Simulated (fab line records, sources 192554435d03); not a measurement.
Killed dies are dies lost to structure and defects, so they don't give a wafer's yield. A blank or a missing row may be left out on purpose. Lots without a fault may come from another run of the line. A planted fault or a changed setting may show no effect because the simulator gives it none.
fab line records | flow n5_finfet | part 2 of 2: steps 4 to 6 of 6
record lots=24 wafers=72 last_day=18
route steps=1938 shown BEOL_M14@1717 BEOL_M15@1783
lots that met no fault: from a run of the same line without faults
start_h: hours from the record's first day to the start of the lot's first wafer shown | wait_h: hours since the lot's step before | " the same as in the row above | L1.1+2: a row that stands for several wafers | - no value, or no start given | * or withheld: withheld | < > ~ a bound
route shown NAME@n: a module of which the file shows steps, and the number in the route of the first | usual: mean/standard deviation of fault-free wafers | same: alike in all rows | chamber/n: place in a boat | sites: the reading at each site | _std_site: their standard deviation | _edge_site: outer sites' mean less inner sites' | radius_mm: how far each site lies from the wafer's centre | mask NAME#n: copy n | behind: the tool/chamber that last shaped the wafer | hold: why the lot was held/for how many hours/how that ended | device: the transistor (n, p or np) that didn't switch | end of line: the same wafers' tests at the end of the route | a step without rows: its recipe alone | killed: dies lost to structure and defects at the first sort, not the wafer's yield | map: a wafer's dies, x killed, . not, _ none there
set.NAME: the setting as run; set.NAME@STEP: as run at that earlier step | model.NAME: the simulator's own value behind a step, which no gauge read
steps of the route over a sample of lots; a table a step, a row a wafer
services: from which hour (start_h, from the record's first day; less than 0 if before it) a tool's chamber was out of use, for how many hours, and why
## steps
# step N5_BEOL_M14_ETCH_68
# recipe chemistry=N2/H2 target=SOC mask_material=SiARC source_w=3000 bias_w=350 temp_c=40 time_s=450 ion_energy_ev=200 pressure_mtorr=30 n2_flow_sccm=200 h2_flow_sccm=200
# usual drypump_motor_current_A=5.6/0.54 h2_flow_sccm=200.0/0.63 oes_product_au=0.81/0.075 rf_vpp_V=524.0/2.6 showerhead_plenum_p_Torr=2.54/0.09 throttle_valve_pct=17.55/0.27
# same time_s=450
# columns lot.wafer tool chamber start_h wait_h drypump_motor_current_A h2_flow_sccm oes_product_au rf_hours_counter_h rf_vpp_V showerhead_plenum_p_Torr throttle_valve_pct
L075.3 rie_diel-06 0 234.29 0.1 5.0 200.0 0.87 66 528.9 2.69 17.40
L075.4 " 3 " " 6.6 200.3 0.71 - 526.6 2.60 17.90
L075.6 " 0 " " 5.0 199.1 0.87 - 527.8 2.69 17.40
L074.2 rie_diel-02 1 250.19 0.1 6.0 201.1 0.69 243 525.5 2.61 17.96
L074.5 " 3 " " 5.8 200.2 0.78 - 524.6 2.55 17.66
L074.6 " 2 " " 5.3 199.5 0.83 - 528.9 2.68 17.23
L077.1 rie_diel-06 3 250.73 0.1 6.7 200.7 0.69 236 526.3 2.59 17.93
L077.2 " 0 " " 5.0 201.9 0.86 73 527.6 2.69 17.42
L077.3 " 1 " " 5.1 199.5 0.94 4 521.2 2.49 17.31
L076.1 rie_diel-06 0 252.82 0.1 5.0 199.7 0.86 75 528.3 2.69 17.41
L076.3 " 2 " " 6.5 199.5 0.68 248 518.5 2.39 18.28
L076.5 " 1 " " 5.1 199.7 0.94 - 522.4 2.49 17.33
L079.3 rie_diel-05 3 263.75 0.1 5.4 200.1 0.91 17 523.4 2.50 17.43
L079.5 " 0 " " 5.3 201.3 0.77 - 521.1 2.45 17.63
L079.6 " 1 " " 4.9 199.8 0.85 - 523.3 2.48 17.13
L078.1 rie_diel-06 0 267.99 0.1 5.0 199.3 0.85 80 527.5 2.69 17.43
L078.5 " 3 " " 6.7 200.0 0.69 - 525.3 2.59 17.93
L078.6 " 2 " " 6.5 200.8 0.68 - 519.5 2.39 18.30
L080.3 rie_diel-05 1 273.19 0.1 4.8 199.6 0.85 55 522.2 2.47 17.14
L080.4 " 2 " " 5.6 199.3 0.75 148 525.2 2.54 17.69
L080.6 " 2 " " 5.6 199.0 0.76 - 525.4 2.54 17.72
L081.3 rie_diel-02 3 277.58 0.1 5.8 199.5 0.77 149 525.9 2.55 17.69
L081.4 " 0 " " 5.7 199.3 0.80 - 522.1 2.45 17.35
L081.5 " 3 " " 5.8 199.8 0.77 - 524.5 2.55 17.68
L082.2 rie_diel-06 1 278.42 0.1 5.1 201.0 0.91 14 523.1 2.49 17.33
L082.3 " 3 " " 6.7 198.6 0.69 246 526.5 2.59 17.95
L082.6 " 1 " " 5.1 200.0 0.90 - 522.9 2.49 17.34
L083.2 rie_diel-05 2 289.27 0.1 5.6 199.9 0.74 153 523.9 2.54 17.72
L083.5 " 2 " " 5.7 199.9 0.74 - 524.4 2.54 17.70
L083.6 " 3 " " 5.4 200.0 0.88 - 523.1 2.50 17.44
L084.1 rie_diel-06 2 302.93 0.1 6.5 199.9 0.99 1 528.5 2.71 17.90
L084.3 " 1 " " 5.1 200.3 0.88 25 521.8 2.49 17.36
L084.5 " 0 " " 5.0 200.0 0.83 - 527.5 2.68 17.43
L085.1 rie_diel-05 3 307.06 0.1 5.4 200.6 0.88 33 523.3 2.50 17.44
L085.3 " 1 " " 4.9 200.1 0.83 66 521.2 2.47 17.15
L085.4 " 0 " " 5.2 200.0 0.76 156 521.1 2.44 17.65
L086.2 rie_diel-02 2 318.86 0.1 5.4 199.0 0.81 89 526.0 2.67 17.27
L086.4 " 3 " " 5.8 199.5 0.76 163 523.7 2.54 17.71
L086.5 " 3 " " 5.8 199.1 0.75 - 524.2 2.54 17.70
L087.1 rie_diel-02 1 333.36 0.1 6.0 199.5 0.91 15 524.9 2.60 17.64
L087.4 " 2 " " 5.4 198.6 0.81 95 528.5 2.67 17.29
L087.5 " 2 " " 5.4 199.7 0.81 - 526.6 2.67 17.28
L089.1 rie_diel-05 0 341.75 0.1 5.3 201.2 0.74 166 520.0 2.43 17.69
L089.4 " 1 " " 4.9 199.7 0.83 78 522.4 2.46 17.15
L089.6 " 2 " " 5.6 201.0 0.73 - 524.2 2.53 17.73
L088.2 rie_diel-02 0 341.87 0.1 5.7 200.6 0.77 131 520.6 2.44 17.40
L088.5 " 3 " " 5.8 199.9 0.75 - 523.8 2.54 17.73
L088.6 " 2 " " 5.4 200.4 0.81 - 527.8 2.67 17.31
L090.2 rie_diel-02 2 348.82 0.1 5.4 200.3 0.80 100 526.7 2.66 17.30
L090.4 " 0 " " 5.7 200.2 0.77 133 521.8 2.44 17.40
L090.5 " 1 " " 6.0 199.9 0.88 - 525.6 2.60 17.65
L091.2 rie_diel-05 0 349.10 0.1 5.3 200.1 0.75 169 520.4 2.43 17.69
L091.5 " 1 " " 4.9 199.4 0.82 - 520.3 2.46 17.16
L091.6 " 2 " " 5.6 200.7 0.74 - 524.7 2.53 17.74
L093.1 rie_diel-02 1 363.45 0.1 6.0 199.6 0.89 25 525.1 2.60 17.66
L093.2 " 3 " " 5.8 198.6 0.75 179 524.7 2.53 17.72
L093.6 " 0 " " 5.7 200.3 0.77 - 521.3 2.44 17.42
L094.1 rie_diel-06 1 363.94 0.1 5.1 199.5 0.84 48 522.5 2.48 17.39
L094.4 " 2 " " 6.4 200.1 0.91 25 528.5 2.70 17.93
L094.5 " 2 " " 6.4 200.2 0.92 - 527.4 2.70 17.96
L092.4 rie_diel-05 3 364.55 0.1 5.4 199.8 0.85 53 522.5 2.49 17.49
L092.5 " 1 " " 4.9 200.3 0.81 - 522.1 2.46 17.20
L092.6 " 2 " " 5.6 200.4 0.72 - 523.1 2.53 17.74
L095.1 rie_diel-05 3 365.76 0.1 5.4 200.2 0.85 53 523.3 2.49 17.49
L095.3 " 1 " " 4.8 200.8 0.81 87 522.1 2.46 17.20
L095.4 " 0 " " 5.3 199.9 0.74 176 520.5 2.43 17.71
L096.3 rie_diel-05 3 379.85 0.1 5.4 198.7 0.84 58 520.8 2.49 17.51
L096.4 " 1 " " 4.9 199.4 0.81 92 521.9 2.46 17.19
L096.6 " 0 " " 5.3 199.8 0.74 - 519.4 2.43 17.71
L097.2 rie_diel-06 2 400.23 0.1 6.5 200.2 0.89 37 529.0 2.69 17.96
L097.3 " 1 " " 5.1 200.9 0.83 59 521.9 2.47 17.42
L097.5 " 0 " " 5.0 199.5 0.80 - 526.6 2.67 17.52
# step N5_BEOL_M14_SPUTTER_45
# recipe material=Cu target_thk_a=1000 temp_c=-20 bias_v=60 power_w=26000 chamber_pressure_pa=0.13 time_s=16.67
# usual chamber_pressure_pa=0.12999/0.00026 throttle_valve_pct=30.1/1.3
# same time_s=16.67
# columns lot.wafer tool chamber start_h wait_h chamber_pressure_pa throttle_valve_pct
L075.3 pvd_sputter-03 - 235.95 0.0 0.13007 29.9
L075.4 " - " " 0.12954 31.2
L075.6 " - " " 0.12977 29.8
L074.2 pvd_sputter-01 - 251.82 0.0 0.12918 32.5
L074.5 " - " " 0.12994 29.1
L074.6 " - " " 0.12996 32.5
L077.1 pvd_sputter-02 - 252.30 0.0 0.12966 30.6
L077.2 " - " " 0.13049 29.4
L077.3 " - " " 0.12999 30.0
L076.1 pvd_sputter-01 - 255.80 0.0 0.1299 29.3
L076.3 " - " " 0.12975 30.6
L076.5 " - " " 0.13015 31.0
L079.3 pvd_sputter-01 - 265.03 0.0 0.12987 30.8
L079.5 " - " " 0.13023 30.7
L079.6 " - " " 0.13015 32.8
L078.1 pvd_sputter-02 - 269.04 0.0 0.1302 28.0
L078.5 " - " " 0.13011 30.7
L078.6 " - " " 0.13032 28.2
L080.3 pvd_sputter-03 - 275.23 0.0 0.13008 29.7
L080.4 " - " " 0.13003 28.3
L080.6 " - " " 0.12992 30.9
L081.3 pvd_sputter-02 - 284.63 0.0 0.13014 29.5
L081.4 " - " " 0.12983 27.9
L081.5 " - " " 0.13012 28.0
L082.2 pvd_sputter-03 - 284.78 0.0 0.12978 30.8
L082.3 " - " " 0.13002 29.8
L082.6 " - " " 0.12975 31.2
L083.2 pvd_sputter-02 - 291.85 0.0 0.13035 29.2
L083.5 " - " " 0.12951 28.0
L083.6 " - " " 0.12998 29.6
L084.1 pvd_sputter-03 - 308.06 0.0 0.13031 30.8
L084.3 " - " " 0.13009 29.9
L084.5 " - " " 0.12994 30.1
L085.1 pvd_sputter-01 - 308.41 0.0 0.13002 32.4
L085.3 " - " " 0.13006 29.5
L085.4 " - " " 0.13008 29.4
L086.2 pvd_sputter-01 - 320.45 0.0 0.12994 29.4
L086.4 " - " " 0.12946 30.8
L086.5 " - " " 0.1298 29.1
L087.1 pvd_sputter-03 - 337.65 0.0 0.12987 30.8
L087.4 " - " " 0.12977 28.2
L087.5 " - " " 0.13013 30.0
L089.1 pvd_sputter-03 - 342.92 0.0 0.13044 28.4
L089.4 " - " " 0.13 29.9
L089.6 " - " " 0.13017 31.2
L088.2 pvd_sputter-01 - 343.15 0.0 0.12956 30.6
L088.5 " - " " 0.1302 29.3
L088.6 " - " " 0.12954 32.4
L090.2 pvd_sputter-01 - 351.82 0.0 0.12985 32.6
L090.4 " - " " 0.12964 30.8
L090.5 " - " " 0.12994 30.5
L091.2 pvd_sputter-01 - 352.42 0.0 0.13006 29.4
L091.5 " - " " 0.12997 29.3
L091.6 " - " " 0.12969 32.6
L093.1 pvd_sputter-01 - 368.84 0.0 0.12971 29.5
L093.2 " - " " 0.12959 31.0
L093.6 " - " " 0.12964 32.5
L094.1 pvd_sputter-02 - 369.20 0.0 0.13027 30.5
L094.4 " - " " 0.13017 28.0
L094.5 " - " " 0.12983 29.6
L092.4 pvd_sputter-02 - 369.52 0.0 0.12955 29.2
L092.5 " - " " 0.13009 28.2
L092.6 " - " " 0.13048 29.7
L095.1 pvd_sputter-03 - 373.71 0.0 0.13013 30.8
L095.3 " - " " 0.12977 30.7
L095.4 " - " " 0.12989 28.4
L096.3 pvd_sputter-01 - 382.03 0.0 0.13029 30.7
L096.4 " - " " 0.12961 32.8
L096.6 " - " " 0.12975 29.1
L097.2 pvd_sputter-02 - 405.87 0.0 0.12995 29.5
L097.3 " - " " 0.12986 30.0
L097.5 " - " " 0.12996 30.0
# step N5_BEOL_M15_CD_MEAS_10
# recipe target_cd_nm=360 landing_energy_ev=500 detector=se_inlens polarity=opening
# usual cd_nm=360.4/1.7
# same landing_energy_ev=500
# columns lot.wafer tool chamber start_h wait_h cd_nm
L075.3 cd_sem-02 0 237.73 - 360.5
L075.4 " 0 " " 359.4
L075.6 " 0 " " 362.8
L074.2 cd_sem-01 0 253.49 - 361.2
L074.5 " 0 " " 359.6
L074.6 " 0 " " 359.4
L077.1 cd_sem-03 0 254.12 - 362.2
L077.2 " 0 " " 363.7
L077.3 " 0 " " 362.4
L076.1 cd_sem-02 0 257.56 - 359.2
L076.3 " 0 " " 361.6
L076.5 " 0 " " 360.7
L079.3 cd_sem-02 0 266.74 - 360.8
L079.5 " 0 " " 358.5
L079.6 " 0 " " 359.3
L078.1 cd_sem-03 0 270.81 - 360.8
L078.5 " 0 " " 359.7
L078.6 " 0 " " 359.9
L080.3 cd_sem-02 0 277.25 - 361.0
L080.4 " 0 " " 360.5
L080.6 " 0 " " 363.5
L081.3 cd_sem-03 0 286.41 - 362.5
L081.4 " 0 " " 362.8
L081.5 " 0 " " 363.2
L082.2 cd_sem-01 0 286.57 - 358.6
L082.3 " 0 " " 360.7
L082.6 " 0 " " 360.0
L083.2 cd_sem-02 0 293.62 - 362.4
L083.5 " 0 " " 361.7
L083.6 " 0 " " 359.8
L084.1 cd_sem-03 0 309.83 - 360.9
L084.3 " 0 " " 362.7
L084.5 " 0 " " 359.8
L085.1 cd_sem-01 0 310.56 - 360.5
L085.3 " 0 " " 362.1
L085.4 " 0 " " 359.8
L086.2 cd_sem-01 0 322.69 - 359.0
L086.4 " 0 " " 357.7
L086.5 " 0 " " 358.8
L087.1 cd_sem-02 0 341.35 - 358.5
L087.4 " 0 " " 359.6
L087.5 " 0 " " 359.3
L089.1 cd_sem-03 0 344.58 - 358.7
L089.4 " 0 " " 358.6
L089.6 " 0 " " 359.4
L088.2 cd_sem-02 0 344.94 - 357.9
L088.5 " 0 " " 355.0
L088.6 " 0 " " 357.8
L090.2 cd_sem-03 0 353.61 - 357.9
L090.4 " 0 " " 359.5
L090.5 " 0 " " 361.2
L091.2 cd_sem-03 0 354.30 - 359.2
L091.5 " 0 " " 360.4
L091.6 " 0 " " 359.8
L093.1 cd_sem-03 0 370.61 - 362.4
L093.2 " 0 " " 359.7
L093.6 " 0 " " 361.6
L094.1 cd_sem-01 0 370.99 - 361.9
L094.4 " 0 " " 360.9
L094.5 " 0 " " 360.1
L092.4 cd_sem-03 0 371.52 - 362.2
L092.5 " 0 " " 360.9
L092.6 " 0 " " 358.7
L095.1 cd_sem-01 0 375.48 - 361.0
L095.3 " 0 " " 359.3
L095.4 " 0 " " 360.0
L096.3 cd_sem-01 0 384.46 - 361.0
L096.4 " 0 " " 363.2
L096.6 " 0 " " 361.1
L097.2 cd_sem-01 0 407.59 - 363.6
L097.3 " 0 " " 362.3
L097.5 " 0 " " 359.6
## services
# columns tool chamber start_h hours kind
rie_diel-06 1 223.23 - clean
rie_diel-06 1 223.23 - consumable_replace:focus_ring
rie_diel-06 1 223.23 18.1 scheduled_down
rie_diel-06 1 223.23 18.1 vent_cycle
rie_diel-05 - 250.18 0.4 repair
rie_diel-02 1 268.76 - clean
rie_diel-02 1 268.76 - consumable_replace:focus_ring
rie_diel-02 1 268.76 20.5 scheduled_down
rie_diel-02 1 268.76 20.5 vent_cycle
rie_diel-06 2 280.14 - clean
rie_diel-06 2 280.14 - consumable_replace:focus_ring
rie_diel-06 2 280.14 - consumable_replace:showerhead
rie_diel-06 2 280.14 20.4 scheduled_down
rie_diel-06 2 280.14 20.4 vent_cycle
rie_diel-06 3 300.71 - clean
rie_diel-06 3 300.71 - consumable_replace:focus_ring
rie_diel-06 3 300.71 15.2 scheduled_down
rie_diel-06 3 300.71 15.2 vent_cycle
pvd_sputter-03 - 309.90 0.8 repair
rie_diel-05 2 325.98 13.5 repair
rie_diel-05 - 330.64 3.9 repair
pvd_sputter-01 - 335.20 1.6 repair
rie_diel-05 3 336.29 3.1 repair
rie_diel-02 1 370.04 5.3 repair
